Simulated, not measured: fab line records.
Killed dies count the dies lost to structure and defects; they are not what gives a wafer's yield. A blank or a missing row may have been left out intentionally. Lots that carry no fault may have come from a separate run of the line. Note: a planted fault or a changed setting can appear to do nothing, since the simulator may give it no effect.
A lot that was struck, set against a sound lot || flow nand harc || 14 out of 1302 route steps
Sound: wafers L117.1, L117.2, L117.4. Struck: wafers L124.1, L124.5, L124.6. At the end, the cause is stated.
Order at every step that has rows: each side's tool, ch and its chambers, its first start. Under that, the readings that differ: sound wafers || struck wafers || difference of the means || sigmas: that difference in standard deviations of wafers without a fault.
alike: same words and numbers on both sides, and readings whose means sit less than 2 such deviations apart. not compared: any withheld reading, any reading some wafer has no value for, any bound like >300 that may hide the same value, and any number with overlapping values for which the record gives no deviation.
A row with sigmas, a row that says differs or no value, or rows on one side alone: a step with any of these is where the two part. Numbers that don't overlap but have no deviation are shown without sigmas and don't part them. Lack of a reading on every wafer of one side parts them only where that side has two or more wafers.

NHARC_A_BONDPAD_THK_MEAS_20: measures by xrf.
  sound: film metro-01 at day 23 17:45; struck: film metro-02 at day 26 00:59
  alike: thk nm
then, 1 step without rows for these wafers: NHARC_A_BONDPAD_SRD_21 (time 30 s, dry time 20 s).
NHARC_A_BONDPAD_INSPECT_23:
  sound: defect inspect-01 at day 23 17:59; struck: defect inspect-01 at day 26 01:13
  alike: raw defect count
NHARC_HYBRID_BOND_ACTIVATE_00: chemistry N2, time 60 s.
  sound on rie diel-06 ch 0,1,2, day 23 18:02; struck on rie diel-06 ch 1,3, day 26 01:18
  alike: drypump motor current A, oes product au, rf vpp V, showerhead plenum p Torr
  not compared: rf hours counter h
then, 4 steps without rows for these wafers: NHARC_HYBRID_BOND_PRECLEAN_01 (cleans in DIW, time 300 s); NHARC_HYBRID_BOND_SRD_02 (time 30 s, dry time 20 s); NHARC_HYBRID_BOND_BOND_03; NHARC_HYBRID_BOND_ANNEAL_04 (time 7200 s).
NHARC_HYBRID_BOND_OVL_MEAS_05:
  sound: overlay-01 at day 24 00:49; struck: overlay-02 at day 26 11:13
  alike: overlay x nm, overlay y nm
NHARC_HYBRID_BOND_INSPECT_06: inspects for defects (ir void).
  sound: defect inspect-02 at day 24 00:52; struck: defect inspect-01 at day 26 11:16
  alike: raw defect count
NHARC_THIN_TSV_GRIND_00:
  sound on grinder-01 ch 0, day 24 01:01; struck on grinder-01 ch 0, day 26 11:25
  alike: motor current A
NHARC_THIN_TSV_CMP_01: polishes.
  sound on cmp-01 ch 0,1,3, day 24 02:15; struck on cmp-02 ch 2,3, day 26 12:38
  alike: edge zone pressure frac, motor current A
then, 1 step without rows for these wafers: NHARC_THIN_TSV_SRD_03.
NHARC_END_SORT_01:
  only the struck wafers appear in the record here, on prober-01 ch 0 at day 27 08:09; the sound ones have no rows

== WHERE THEY PART ==
NHARC_END_SORT_01 only, going by this record.

WHY: what had been put in by the simulator
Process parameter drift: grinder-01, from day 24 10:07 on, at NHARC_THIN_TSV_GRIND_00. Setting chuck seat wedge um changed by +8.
